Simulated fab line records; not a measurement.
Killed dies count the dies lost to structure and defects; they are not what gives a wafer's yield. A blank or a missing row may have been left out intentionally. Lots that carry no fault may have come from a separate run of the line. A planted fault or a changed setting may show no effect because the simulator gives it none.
fab line records	flow n5-finfet	part 1 of 2: steps 1 to 27 of 35
record lots=5	wafers=15	last-day=17
route steps=1938 shown BEOL_M1@824 BEOL_M2@841
lots that met no fault: from a run of the same line without faults
start-h: hours from the record's opening day to when the first of the lot's shown wafers began	wait-h: hours since the lot's step before	" same as the row above	L1.1+2: a row that stands for several wafers	- no value, or no start was given	* or withheld: withheld	< > ~ a bound
route shown NAME@n: NAME is a module with steps in the file, n the number in the route of the first one	usual: mean/standard deviation of fault-free wafers	same: alike in all rows	chamber/n: place in a boat	sites: per-site readings	_std_site: the values' standard deviation	_edge_site: outer sites' mean less inner sites'	radius-mm: how far each site lies from the wafer's centre	mask NAME#n: copy n	behind: the last tool/chamber to shape the wafer	hold: why the lot was held/for how many hours/how that ended	device: transistor that didn't switch, given as n, p or np	end of line: at the end of the route, the tests of the same wafers	where a step has no rows: the recipe by itself	killed: count of dies lost to structure and defects at first sort (not the wafer's yield)	map: per-die view of a wafer (x killed, . not killed, _ where there is no die)
set.NAME: the setting that was run; set.NAME@STEP: the one run at that earlier step	model.NAME: the simulator's own value behind a step, which no gauge read
certain route steps with their lots: each step a table, each wafer a row
services: when a tool's chamber went out of use (start-h, in hours from the record's first day, below 0 if earlier), for how many hours, and the reason
## steps
# step N5_BEOL_M1_SPUTTER_90
# recipe material=Cu	target-thk-a=45	temp-c=-20	chamber-pressure-pa=0.07	power-w=withheld	time-s=8.29
# usual chamber-pressure-pa=0.06999/0.00014	throttle-valve-pct=30.5/0.8
lot.wafer	tool	chamber	start-h	wait-h	chamber-pressure-pa	throttle-valve-pct
L078.1	pvd-sputter-01	-	166.86	0.1	0.06972	29.6
L078.4	"	-	"	"	0.07005	29.6
L078.5	"	-	"	"	0.06994	30.3
L079.1	pvd-sputter-03	-	169.94	0.1	0.0699	31.9
L079.5	"	-	"	"	0.07008	31.8
L079.6	"	-	"	"	0.07015	30.6
L086.2	pvd-sputter-01	-	220.01	0.1	0.0698	30.5
L086.3	"	-	"	"	0.07033	29.6
L086.5	"	-	"	"	0.06994	29.5
L093.2	pvd-sputter-01	-	245.04	0.1	0.06989	30.0
L093.3	"	-	"	"	0.06973	30.5
L093.5	"	-	"	"	0.06998	30.2
L094.1	pvd-sputter-02	-	256.93	0.1	0.07031	32.5
L094.4	"	-	"	"	0.07008	29.7
L094.5	"	-	"	"	0.07008	32.5
# step N5_BEOL_M1_ANNEAL_91
# recipe temp-c=400	time-s=240	ambient=vacuum
# usual heater-power-w=794/49
lot.wafer	tool	chamber	start-h	wait-h	heater-power-w
L078.1	pvd-sputter-01	-	166.94	0.0	847
L078.4	"	-	"	"	757
L078.5	"	-	"	"	841
L079.1	pvd-sputter-03	-	170.02	0.0	810
L079.5	"	-	"	"	816
L079.6	"	-	"	"	740
L086.2	pvd-sputter-01	-	220.09	0.0	833
L086.3	"	-	"	"	770
L086.5	"	-	"	"	784
L093.2	pvd-sputter-01	-	245.12	0.0	851
L093.3	"	-	"	"	764
L093.5	"	-	"	"	840
L094.1	pvd-sputter-02	-	257.01	0.0	745
L094.4	"	-	"	"	745
L094.5	"	-	"	"	771
# step N5_BEOL_M1_SPUTTER_92
# recipe material=Cu	target-thk-a=45	temp-c=-20	chamber-pressure-pa=0.07	power-w=withheld	time-s=8.29
# usual chamber-pressure-pa=0.07/0.00015	throttle-valve-pct=30.5/0.8
lot.wafer	tool	chamber	start-h	wait-h	chamber-pressure-pa	throttle-valve-pct
L078.1	pvd-sputter-01	-	167.08	0.1	0.07014	29.7
L078.4	"	-	"	"	0.06972	29.9
L078.5	"	-	"	"	0.06985	30.3
L079.1	pvd-sputter-03	-	170.16	0.1	0.06986	31.8
L079.5	"	-	"	"	0.07011	32.0
L079.6	"	-	"	"	0.07	30.4
L086.2	pvd-sputter-01	-	220.23	0.1	0.0699	30.2
L086.3	"	-	"	"	0.07032	29.6
L086.5	"	-	"	"	0.07022	29.8
L093.2	pvd-sputter-01	-	245.26	0.1	0.07	29.6
L093.3	"	-	"	"	0.06992	30.4
L093.5	"	-	"	"	0.07017	30.5
L094.1	pvd-sputter-02	-	257.15	0.1	0.07017	32.6
L094.4	"	-	"	"	0.07012	29.6
L094.5	"	-	"	"	0.07004	32.6
# step N5_BEOL_M1_ANNEAL_93
# recipe temp-c=400	time-s=240	ambient=vacuum
# usual heater-power-w=792/51
lot.wafer	tool	chamber	start-h	wait-h	heater-power-w
L078.1	pvd-sputter-01	-	167.16	0.0	821
L078.4	"	-	"	"	754
L078.5	"	-	"	"	814
L079.1	pvd-sputter-03	-	170.24	0.0	821
L079.5	"	-	"	"	825
L079.6	"	-	"	"	741
L086.2	pvd-sputter-01	-	220.31	0.0	840
L086.3	"	-	"	"	764
L086.5	"	-	"	"	763
L093.2	pvd-sputter-01	-	245.34	0.0	845
L093.3	"	-	"	"	739
L093.5	"	-	"	"	850
L094.1	pvd-sputter-02	-	257.23	0.0	747
L094.4	"	-	"	"	728
L094.5	"	-	"	"	755
# step N5_BEOL_M1_SPUTTER_94
# recipe material=Cu	target-thk-a=45	temp-c=-20	chamber-pressure-pa=0.07	power-w=withheld	time-s=8.29
# usual chamber-pressure-pa=0.07/0.00014	throttle-valve-pct=30.5/0.78
lot.wafer	tool	chamber	start-h	wait-h	chamber-pressure-pa	throttle-valve-pct
L078.1	pvd-sputter-01	-	167.30	0.1	0.07005	29.8
L078.4	"	-	"	"	0.06997	29.6
L078.5	"	-	"	"	0.06987	30.1
L079.1	pvd-sputter-03	-	170.38	0.1	0.06983	31.9
L079.5	"	-	"	"	0.06991	31.8
L079.6	"	-	"	"	0.06989	30.6
L086.2	pvd-sputter-01	-	220.45	0.1	0.07023	30.3
L086.3	"	-	"	"	0.07004	29.6
L086.5	"	-	"	"	0.07023	29.4
L093.2	pvd-sputter-01	-	245.48	0.1	0.06996	29.9
L093.3	"	-	"	"	0.06975	30.6
L093.5	"	-	"	"	0.06993	30.4
L094.1	pvd-sputter-02	-	257.37	0.1	0.06999	32.3
L094.4	"	-	"	"	0.0699	29.6
L094.5	"	-	"	"	0.06998	32.5
# step N5_BEOL_M1_ANNEAL_95
# recipe temp-c=400	time-s=240	ambient=vacuum
# usual heater-power-w=793/49
lot.wafer	tool	chamber	start-h	wait-h	heater-power-w
L078.1	pvd-sputter-01	-	167.38	0.0	852
L078.4	"	-	"	"	758
L078.5	"	-	"	"	847
L079.1	pvd-sputter-03	-	170.46	0.0	835
L079.5	"	-	"	"	845
L079.6	"	-	"	"	735
L086.2	pvd-sputter-01	-	220.53	0.0	840
L086.3	"	-	"	"	771
L086.5	"	-	"	"	771
L093.2	pvd-sputter-01	-	245.56	0.0	836
L093.3	"	-	"	"	754
L093.5	"	-	"	"	830
L094.1	pvd-sputter-02	-	257.45	0.0	740
L094.4	"	-	"	"	749
L094.5	"	-	"	"	757
# step N5_BEOL_M1_SPUTTER_96
# recipe material=Cu	target-thk-a=45	temp-c=-20	chamber-pressure-pa=0.07	power-w=withheld	time-s=8.29
# usual chamber-pressure-pa=0.07/0.00015	throttle-valve-pct=30.5/0.79
lot.wafer	tool	chamber	start-h	wait-h	chamber-pressure-pa	throttle-valve-pct
L078.1	pvd-sputter-01	-	167.52	0.1	0.06974	29.7
L078.4	"	-	"	"	0.06991	29.5
L078.5	"	-	"	"	0.06977	30.2
L079.1	pvd-sputter-03	-	170.60	0.1	0.07003	32.1
L079.5	"	-	"	"	0.07	31.8
L079.6	"	-	"	"	0.06992	30.5
L086.2	pvd-sputter-01	-	220.67	0.1	0.07	30.4
L086.3	"	-	"	"	0.06988	29.6
L086.5	"	-	"	"	0.06977	29.5
L093.2	pvd-sputter-01	-	245.70	0.1	0.06984	29.8
L093.3	"	-	"	"	0.07013	30.5
L093.5	"	-	"	"	0.06995	30.4
L094.1	pvd-sputter-02	-	257.59	0.1	0.07	32.5
L094.4	"	-	"	"	0.06994	29.4
L094.5	"	-	"	"	0.07003	32.4
# step N5_BEOL_M1_ECD_50
# recipe material=Cu	target-thk-a=3000
lot.wafer	tool	chamber	start-h	wait-h
L078.1+4+5	ecd-cu-02	1	167.64	0.1
L079.1+5+6	ecd-cu-01	0,1,0	170.72	0.1
L086.2+3+5	ecd-cu-01	1,0,1	220.79	0.1
L093.2+3+5	ecd-cu-02	0	245.82	0.1
L094.1+4+5	ecd-cu-01	0,1,0	257.70	0.1
# step N5_BEOL_M1_ANNEAL_51
# recipe temp-c=225	time-s=90	ambient=N2
# usual wafer_temp_C_max=226.6/0.68
lot.wafer	tool	chamber	start-h	wait-h	wafer_temp_C_max
L078.1	rtp-anneal-01	0	167.74	0.1	227.8
L078.4	"	0	"	"	227.1
L078.5	"	0	"	"	226.8
L079.1	rtp-anneal-01	0	170.80	0.1	227.0
L079.5	"	0	"	"	227.4
L079.6	"	0	"	"	226.3
L086.2	rtp-anneal-02	0	220.91	0.1	225.6
L086.3	"	0	"	"	226.1
L086.5	"	0	"	"	225.8
L093.2	rtp-anneal-01	0	245.95	0.1	227.2
L093.3	"	0	"	"	227.3
L093.5	"	0	"	"	227.2
L094.1	rtp-anneal-01	0	257.78	0.1	227.9
L094.4	"	0	"	"	227.2
L094.5	"	0	"	"	226.6
# step N5_BEOL_M1_CMP_52
# recipe stop-on=SiOC	t-overpolish-s=6.8	down-force-psi=1	platen-rpm=50	clearing-platen-down-force-psi=1.5	clearing-platen-rpm=50	post-cmp-clean=cu-alkaline	target-thk-nm=40	clearing-platen-pad-velocity-m-s=0.99484	pad-velocity-m-s=0.99484
# usual barrier-field-endpoint-s=24.8/0.6	clearing-platen-down-force-psi=1.4996/0.0027	motor-current-A=5.9/0.46	overpolish-run-s=6.801/0.0088	time-to-endpoint-s=62/3
lot.wafer	tool	chamber	start-h	wait-h	barrier-field-endpoint-s	clearing-platen-down-force-psi	motor-current-A	overpolish-run-s	time-to-endpoint-s
L078.4	cmp-01	3	168.04	0.1	24.9	1.4986	6.0	6.809	63
L078.1	"	0	"	"	24.7	1.5000	5.9	6.821	66
L078.5	"	0	"	"	24.8	1.5043	5.8	6.808	64
L079.1	cmp-01	3	171.21	0.4	25.0	1.4958	6.1	6.803	61
L079.5	"	0	"	"	25.3	1.4972	5.9	6.790	64
L079.6	"	1	"	"	24.9	1.4989	5.8	6.809	65
L086.3	cmp-03	2	221.17	0.2	23.5	1.4965	5.6	6.783	58
L086.2	"	0	"	"	24.2	1.5050	5.6	6.800	62
L086.5	"	2	"	"	23.9	1.4972	5.5	6.811	59
L093.2	cmp-01	0	246.24	0.2	25.1	1.5009	5.6	6.807	66
L093.3	"	1	"	"	24.7	1.5031	6.1	6.804	63
L093.5	"	3	"	"	25.1	1.4988	5.5	6.798	63
L094.1	cmp-01	1	258.29	0.5	25.0	1.4980	6.1	6.798	62
L094.4	"	3	"	"	24.8	1.4979	5.7	6.800	62
L094.5	"	1	"	"	24.9	1.4955	6.4	6.805	64
# step N5_BEOL_M1_THK_MEAS_53
# recipe thk-meas-gauge=xrf	reads=Cu_of_BEOL_M1_ECD_50
# usual M1_THK=40.0/1.6
lot.wafer	tool	chamber	start-h	wait-h	M1_THK[nm]
L078.1	film-metro-02	-	168.33	-	39.1
L078.4	"	-	"	"	39.8
L078.5	"	-	"	"	39.8
L079.1	film-metro-02	-	171.39	-	39.9
L079.5	"	-	"	"	40.9
L079.6	"	-	"	"	42.9
L086.2	film-metro-02	-	221.46	-	40.0
L086.3	"	-	"	"	39.7
L086.5	"	-	"	"	39.5
L093.2	film-metro-01	-	246.49	-	39.7
L093.3	"	-	"	"	39.8
L093.5	"	-	"	"	38.6
L094.1	film-metro-01	-	258.54	-	39.6
L094.4	"	-	"	"	40.0
L094.5	"	-	"	"	39.0
# step N5_BEOL_M1_PRE_CLEAN_60
# recipe gas=NH3/H2	time-s=15	temp-c=*	rf-power-w=300
# usual heater-power-w=84/16
lot.wafer	tool	chamber	start-h	wait-h	heater-power-w
L078.1	cvd-co-01	0	168.37	0.0	82
L078.4	"	2	"	"	93
L078.5	"	1	"	"	85
L079.1	cvd-co-02	0	171.43	0.0	68
L079.5	"	0	"	"	71
L079.6	"	2	"	"	48
L086.2	cvd-co-01	1	221.50	0.0	85
L086.3	"	2	"	"	92
L086.5	"	2	"	"	96
L093.2	cvd-co-01	1	246.53	0.0	86
L093.3	"	2	"	"	95
L093.5	"	2	"	"	94
L094.1	cvd-co-01	1	258.58	0.0	85
L094.4	"	0	"	"	82
L094.5	"	1	"	"	84
# step N5_BEOL_M1_CO_CAP_55
# recipe material=Co	target-thk-a=20	temp-c=200	precursor=CCTBA/H2	pressure-torr=30	time-s=102.1
# usual heater-power-w=234/19
lot.wafer	tool	chamber	start-h	wait-h	heater-power-w
L078.1	cvd-co-01	0	168.41	0.0	237
L078.4	"	2	"	"	244
L078.5	"	1	"	"	229
L079.1	cvd-co-02	0	171.47	0.0	213
L079.5	"	0	"	"	216
L079.6	"	2	"	"	188
L086.2	cvd-co-01	1	221.54	0.0	236
L086.3	"	2	"	"	242
L086.5	"	2	"	"	238
L093.2	cvd-co-01	1	246.57	0.0	234
L093.3	"	2	"	"	244
L093.5	"	2	"	"	246
L094.1	cvd-co-01	1	258.62	0.0	232
L094.4	"	0	"	"	231
L094.5	"	1	"	"	235
# step N5_BEOL_M1_PRE_CLEAN_56
# recipe gas=NH3	time-s=15	temp-c=withheld	rf-power-w=300
lot.wafer	tool	chamber	start-h	wait-h
L078.1+4+5	pecvd-02	0,1,2	168.54	0.1
L079.1+5+6	pecvd-01	0,0,1	171.56	0.1
L086.2+3+5	pecvd-01	0,0,1	221.63	0.1
L093.2+3+5	pecvd-04	2,0,1	246.66	0.1
L094.1+4+5	pecvd-02	0,0,2	258.71	0.1
# step N5_BEOL_M1_DEP_57
# recipe material=SiCN	target-thk-a=80	temp-c=withheld	precursor=3MS/NH3	pressure-torr=3	rf-w=202	time-s=14
# usual showerhead-plenum-p-Torr=3.662/0.014	throttle-valve-pct=8.9/0.62
lot.wafer	tool	chamber	start-h	wait-h	showerhead-plenum-p-Torr	throttle-valve-pct
L078.1	pecvd-02	0	168.57	0.0	3.663	8.9
L078.4	"	1	"	"	3.680	9.5
L078.5	"	2	"	"	3.661	7.8
L079.1	pecvd-01	0	171.58	0.0	3.662	8.8
L079.5	"	0	"	"	3.657	8.4
L079.6	"	1	"	"	3.647	9.7
L086.2	pecvd-01	0	221.67	0.0	3.664	8.4
L086.3	"	0	"	"	3.656	8.7
L086.5	"	1	"	"	3.640	9.7
L093.2	pecvd-04	2	246.69	0.0	3.683	8.3
L093.3	"	0	"	"	3.675	9.3
L093.5	"	1	"	"	3.690	9.1
L094.1	pecvd-02	0	258.74	0.0	3.655	8.8
L094.4	"	0	"	"	3.657	8.9
L094.5	"	2	"	"	3.665	8.2
# step N5_BEOL_M1_RS_MEAS_58
# recipe thk-meas-gauge=four-point-probe	reads=Co_of_BEOL_M1_CO_CAP_55+Cu_of_BEOL_M1_ECD_50+Co_of_BEOL_M1_CVD_47+TaN_of_BEOL_M1_ALD_84
# usual M1_RS=0.67/0.034
lot.wafer	tool	chamber	start-h	wait-h	M1_RS[ohm/sq]
L078.1	film-metro-02	-	168.63	0.0	0.69
L078.4	"	-	"	"	0.67
L078.5	"	-	"	"	0.67
L079.1	film-metro-01	-	171.66	0.1	0.67
L079.5	"	-	"	"	0.65
L079.6	"	-	"	"	0.62
L086.2	film-metro-01	-	221.75	0.1	0.68
L086.3	"	-	"	"	0.68
L086.5	"	-	"	"	0.69
L093.2	film-metro-01	-	246.75	0.1	0.67
L093.3	"	-	"	"	0.67
L093.5	"	-	"	"	0.70
L094.1	film-metro-01	-	258.81	0.0	0.68
L094.4	"	-	"	"	0.68
L094.5	"	-	"	"	0.70
# step N5_BEOL_M1_INSPECT_59
# recipe inspect-instrument=darkfield	mode=post-dep
# usual raw-defect-count=76/30
lot.wafer	tool	chamber	start-h	wait-h	raw-defect-count
L078.1	defect-inspect-02	-	168.66	0.0	54
L078.4	"	-	"	"	57
L078.5	"	-	"	"	83
L079.1	defect-inspect-02	-	171.69	0.0	87
L079.5	"	-	"	"	74
L079.6	"	-	"	"	71
L086.2	defect-inspect-02	-	221.78	0.0	56
L086.3	"	-	"	"	99
L086.5	"	-	"	"	131
L093.2	defect-inspect-01	-	246.78	0.0	39
L093.3	"	-	"	"	68
L093.5	"	-	"	"	67
L094.1	defect-inspect-01	-	258.83	0.0	71
L094.4	"	-	"	"	68
L094.5	"	-	"	"	53
# step N5_BEOL_M2_ILD_DEP_00
# recipe material=SiOC	target-thk-a=790	temp-c=350	precursor=DEMS/O2	pressure-torr=5	rf-w=500	time-s=15.3
# usual heater-power-w=476/52	showerhead-plenum-p-Torr=5.694/0.017	throttle-valve-pct=11.9/0.66
lot.wafer	tool	chamber	start-h	wait-h	heater-power-w	showerhead-plenum-p-Torr	throttle-valve-pct
L078.1	pecvd-03	0	168.70	0.0	470	5.706	12.3
L078.4	"	1	"	"	506	5.726	12.4
L078.5	"	0	"	"	373	5.700	12.4
L079.1	pecvd-03	0	171.72	0.0	414	5.708	12.0
L079.5	"	0	"	"	422	5.708	12.2
L079.6	"	1	"	"	528	5.715	12.2
L086.2	pecvd-02	2	221.81	0.0	392	5.693	10.8
L086.3	"	0	"	"	474	5.679	12.0
L086.5	"	2	"	"	403	5.692	10.5
L093.2	pecvd-02	2	246.82	0.0	371	5.694	11.0
L093.3	"	0	"	"	446	5.691	11.8
L093.5	"	1	"	"	425	5.705	12.1
L094.1	pecvd-01	1	258.87	0.0	418	5.666	13.0
L094.4	"	2	"	"	540	5.675	11.1
L094.5	"	0	"	"	500	5.685	11.5
# step N5_BEOL_M2_THK_MEAS_01
# recipe reads=SiOC_of_BEOL_M2_ILD_DEP_00
# usual M2_ILD_THK=78.9/1
lot.wafer	tool	chamber	start-h	wait-h	M2_ILD_THK[nm]
L078.1	film-metro-02	-	168.76	0.0	77.5
L078.4	"	-	"	"	78.7
L078.5	"	-	"	"	79.7
L079.1	film-metro-02	-	171.79	0.0	78.1
L079.5	"	-	"	"	79.7
L079.6	"	-	"	"	78.2
L086.2	film-metro-02	-	221.88	0.1	76.9
L086.3	"	-	"	"	78.2
L086.5	"	-	"	"	78.5
L093.2	film-metro-01	-	246.88	0.1	79.0
L093.3	"	-	"	"	79.5
L093.5	"	-	"	"	79.4
L094.1	film-metro-02	-	258.95	0.1	79.9
L094.4	"	-	"	"	80.1
L094.5	"	-	"	"	80.2
# step N5_BEOL_M2_PECVD_72
# recipe material=SiO2	target-thk-a=160	temp-c=400	precursor=TEOS/O2	pressure-torr=5.5	rf-w=450	teos-flow-sccm=53.8	gas=O2	flow-sccm=3000	time-s=18
# usual heater-power-w=700/72	showerhead-plenum-p-Torr=8.77/0.063	throttle-valve-pct=22.1/1.3
lot.wafer	tool	chamber	start-h	wait-h	heater-power-w	showerhead-plenum-p-Torr	throttle-valve-pct
L078.1	pecvd-02	2	168.80	0.0	683	8.76	19.8
L078.4	"	2	"	"	705	8.76	19.6
L078.5	"	0	"	"	730	8.75	22.1
L079.1	pecvd-01	0	171.83	0.0	728	8.77	21.2
L079.5	"	1	"	"	606	8.65	24.3
L079.6	"	0	"	"	747	8.74	21.3
L086.2	pecvd-01	1	221.92	0.0	681	8.66	24.2
L086.3	"	0	"	"	642	8.75	21.4
L086.5	"	1	"	"	693	8.65	24.0
L093.2	pecvd-03	1	246.92	0.0	635	8.89	22.8
L093.3	"	2	"	"	806	8.78	21.4
L093.5	"	2	"	"	808	8.77	21.6
L094.1	pecvd-03	2	258.99	0.0	776	8.76	21.4
L094.4	"	1	"	"	716	8.88	22.4
L094.5	"	2	"	"	777	8.76	21.4
# step N5_BEOL_M2_HM_DEP_02
# recipe material=TiN	target-thk-a=200	temp-c=25	chamber-pressure-pa=0.49996
# usual chamber-pressure-pa=0.5000/0.001	throttle-valve-pct=30.9/0.88
lot.wafer	tool	chamber	start-h	wait-h	chamber-pressure-pa	throttle-valve-pct
L078.1	pvd-sputter-02	-	171.14	2.3	0.5010	30.6
L078.4	"	-	"	"	0.5002	32.4
L078.5	"	-	"	"	0.5018	31.3
L079.1	pvd-sputter-02	-	172.22	0.4	0.5016	31.4
L079.5	"	-	"	"	0.4983	30.4
L079.6	"	-	"	"	0.5009	29.7
L086.2	pvd-sputter-03	-	222.97	1.0	0.4993	30.4
L086.3	"	-	"	"	0.4986	31.9
L086.5	"	-	"	"	0.4987	31.8
L093.2	pvd-sputter-02	-	247.04	0.1	0.5015	30.6
L093.3	"	-	"	"	0.5009	29.2
L093.5	"	-	"	"	0.5014	29.7
L094.1	pvd-sputter-03	-	262.77	3.8	0.4981	30.4
L094.4	"	-	"	"	0.5012	30.8
L094.5	"	-	"	"	0.4995	31.5
# step N5_BEOL_M2_COAT_61
# recipe resist=SOC	temp-c=250	time-s=60	spin-rpm=1500	resist-thk-nm=60
lot.wafer	tool	chamber	start-h	wait-h
L078.1+4+5	litho-track-05	0	171.27	0.1
L079.1+5+6	litho-track-03	0	172.35	0.1
L086.2+3+5	litho-track-03	0	223.09	0.1
L093.2+3+5	litho-track-03	0	247.17	0.1
L094.1+4+5	litho-track-02	0	262.89	0.1
# step N5_BEOL_M2_COAT_62
# recipe resist=SiARC	temp-c=220	time-s=60	spin-rpm=1500	resist-thk-nm=12
lot.wafer	tool	chamber	start-h	wait-h
L078.1+4+5	litho-track-05	0	-	-
L079.1+5+6	litho-track-03	0	-	-
L086.2+3+5	litho-track-03	0	-	-
L093.2+3+5	litho-track-03	0	-	-
L094.1+4+5	litho-track-02	0	-	-
# step N5_BEOL_M2_COAT_73
# recipe resist=underlayer	temp-c=205	time-s=60	spin-rpm=1500	resist-thk-nm=5
lot.wafer	tool	chamber	start-h	wait-h
L078.1+4+5	litho-track-05	0	-	-
L079.1+5+6	litho-track-03	0	-	-
L086.2+3+5	litho-track-03	0	-	-
L093.2+3+5	litho-track-03	0	-	-
L094.1+4+5	litho-track-02	0	-	-
# step N5_BEOL_M2_COAT_05
# recipe resist=CAR-EUV	spin-rpm=1500	resist-thk-nm=30
lot.wafer	tool	chamber	start-h	wait-h
L078.1+4+5	litho-track-05	0	-	-
L079.1+5+6	litho-track-03	0	-	-
L086.2+3+5	litho-track-03	0	-	-
L093.2+3+5	litho-track-03	0	-	-
L094.1+4+5	litho-track-02	0	-	-
# step N5_BEOL_M2_EBR_07
# recipe solvent=PGMEA	ebr-width-mm=1.5
lot.wafer	tool	chamber	start-h	wait-h
L078.1+4+5	litho-track-05	0	-	-
L079.1+5+6	litho-track-03	0	-	-
L086.2+3+5	litho-track-03	0	-	-
L093.2+3+5	litho-track-03	0	-	-
L094.1+4+5	litho-track-02	0	-	-
# step N5_BEOL_M2_SOFTBAKE_06
# recipe temp-c=110	time-s=60	resist=CAR-EUV
lot.wafer	tool	chamber	start-h	wait-h
L078.1+4+5	litho-track-05	0	-	-
L079.1+5+6	litho-track-03	0	-	-
L086.2+3+5	litho-track-03	0	-	-
L093.2+3+5	litho-track-03	0	-	-
L094.1+4+5	litho-track-02	0	-	-
